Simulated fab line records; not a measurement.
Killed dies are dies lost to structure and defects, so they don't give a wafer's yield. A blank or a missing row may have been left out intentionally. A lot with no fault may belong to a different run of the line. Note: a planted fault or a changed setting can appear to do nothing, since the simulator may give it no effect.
Split-lot trial ; flow n5-finfet ; 7 lots, 39 wafers read, on a route of 1938 steps

## ABOUT THE SPLIT
At N5_SD_EPI_P_EPI_21 (deposits SiGe:B, time 355 s), the setting epi-growth-time-s was moved away from the recipe's 355 s on 18 of the 39 wafers read, by -45.3% to +58.8%. This setting was run at the recipe's value on the other wafers.

Reading taken at the split's own step.

## THE READING
SiGe-B_of_SD_EPI_P_EPI_21.thk-nm (the simulator's own value, which no gauge read), in nm, at N5_SD_EPI_P_EPI_21 (deposits SiGe:B, time 355 s). There is no usual value for it anywhere in the file. Here, 21 wafers ran the recipe; their average is 60.6 nm with a standard deviation of 0.58 nm.

wafer;tool, chamber at the split;epi-growth-time-s as run, s;against the recipe;SiGe-B_of_SD_EPI_P_EPI_21.thk-nm, nm;against lot-mates on the recipe
L075.1;epi-rpcvd-01, 0;355;recipe;61.2;-
L075.2;epi-rpcvd-01, 0;355;recipe;60.4;-
L075.3;epi-rpcvd-01, 0;561.5;+58.2%;81.8;+21.1
L075.4;epi-rpcvd-01, 0;355;recipe;60.6;-
L075.5;epi-rpcvd-01, 0;561.5;+58.2%;82.4;+21.7
L075.6;epi-rpcvd-01, 0;561.5;+58.2%;83;+22.3
L083.1;epi-rpcvd-04, 0;355;recipe;59.8;-
L083.2;epi-rpcvd-04, 0;355;recipe;59.6;-
L083.6;epi-rpcvd-04, 0;355;recipe;60;-
L085.1;epi-rpcvd-02, 0;221.3;-37.7%;41;-19.6
L085.2;epi-rpcvd-02, 0;355;recipe;60.2;-
L085.3;epi-rpcvd-02, 0;221.3;-37.7%;40.6;-20.0
L085.4;epi-rpcvd-02, 0;355;recipe;61;-
L085.5;epi-rpcvd-02, 0;355;recipe;60.6;-
L085.6;epi-rpcvd-02, 0;221.3;-37.7%;41.2;-19.4
L086.1;epi-rpcvd-02, 0;355;recipe;59.6;-
L086.2;epi-rpcvd-02, 0;556.9;+56.9%;80;+20.1
L086.3;epi-rpcvd-02, 0;355;recipe;60;-
L086.5;epi-rpcvd-02, 0;355;recipe;60;-
L086.4;epi-rpcvd-02, 0;556.9;+56.9%;81.8;+21.9
L086.6;epi-rpcvd-02, 0;556.9;+56.9%;81.2;+21.3
L088.1;epi-rpcvd-02, 0;355;recipe;61.4;-
L088.2;epi-rpcvd-02, 0;558.8;+57.4%;83.8;+22.5
L088.3;epi-rpcvd-02, 0;558.8;+57.4%;83.8;+22.5
L088.4;epi-rpcvd-02, 0;355;recipe;61.2;-
L088.6;epi-rpcvd-02, 0;355;recipe;61.2;-
L088.5;epi-rpcvd-02, 0;558.8;+57.4%;83.6;+22.3
L089.1;epi-rpcvd-04, 0;194.2;-45.3%;36;-25.1
L089.5;epi-rpcvd-04, 0;194.2;-45.3%;36;-25.1
L089.2;epi-rpcvd-04, 0;194.2;-45.3%;35.8;-25.3
L089.3;epi-rpcvd-04, 0;355;recipe;61.4;-
L089.4;epi-rpcvd-04, 0;355;recipe;61.2;-
L089.6;epi-rpcvd-04, 0;355;recipe;60.6;-
L091.1;epi-rpcvd-04, 0;563.7;+58.8%;83;+22.1
L091.2;epi-rpcvd-04, 0;563.7;+58.8%;83;+22.1
L091.5;epi-rpcvd-04, 0;563.7;+58.8%;83;+22.1
L091.3;epi-rpcvd-04, 0;355;recipe;60.8;-
L091.4;epi-rpcvd-04, 0;355;recipe;60.8;-
L091.6;epi-rpcvd-04, 0;355;recipe;61;-

THE FIT
A straight line over all 39 wafers: SiGe-B_of_SD_EPI_P_EPI_21.thk-nm changes by +0.425 nm for each +1% of epi-growth-time-s; r = +0.99; the points scatter about the line by 2 nm.
The same after taking each lot's own level away (the mean of its wafers on the recipe; 39 wafers): +0.426 nm for each +1%; r = +0.99; scatter 2 nm.
On that fit, the largest move of epi-growth-time-s shifts the reading by 25 nm.
From 59.80 to 61.27 nm: that is the span of the lots' own levels, equal to 2.5 times the standard deviation above.
The two slopes are in agreement: the lot-to-lot level therefore moves the slope only a little.
Check: +23.5 nm against its lot-mates is what the line predicts for one of the wafers moved furthest among these (+58.8%) when that wafer is left out of the fit. It came out at +22.1 nm against them.

## THESE WAFERS: OTHER SPLITS
Note: prior to the reading, these wafers also went through further splits. Each is held against what the fit with the lots' levels taken away leaves over:
other split on the same wafers;wafers away from the commonest value;r with SiGe-B_of_SD_EPI_P_EPI_21.thk-nm (lot level and that fit taken away)
N5_ZERO_LAYER_DEVELOP_10 develop-time-s;18;+0.09
N5_FIN_SAQP_SPACER1_ALD_24 ald-cycles;9;-0.09

## THE WHOLE CHAIN: every reading that the file lists as answering this split, in the file's order
step;what it does;reading;change (the file's fit);r (the file's)
N5_SD_EPI_P_EPI_21;deposits SiGe:B, time 355 s;SiGe-B_of_SD_EPI_P_EPI_21.thk-nm (the simulator's own value, which no gauge read);+0.412 nm for each +1% of the setting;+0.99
N5_SD_EPI_P_EPI_MEAS_23;;thk-nm;withheld for each +1% of the setting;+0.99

## THE FILE'S OWN FIT
SiGe-B_of_SD_EPI_P_EPI_21.thk-nm changes by +0.412 nm for each +1% of epi-growth-time-s, r = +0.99.
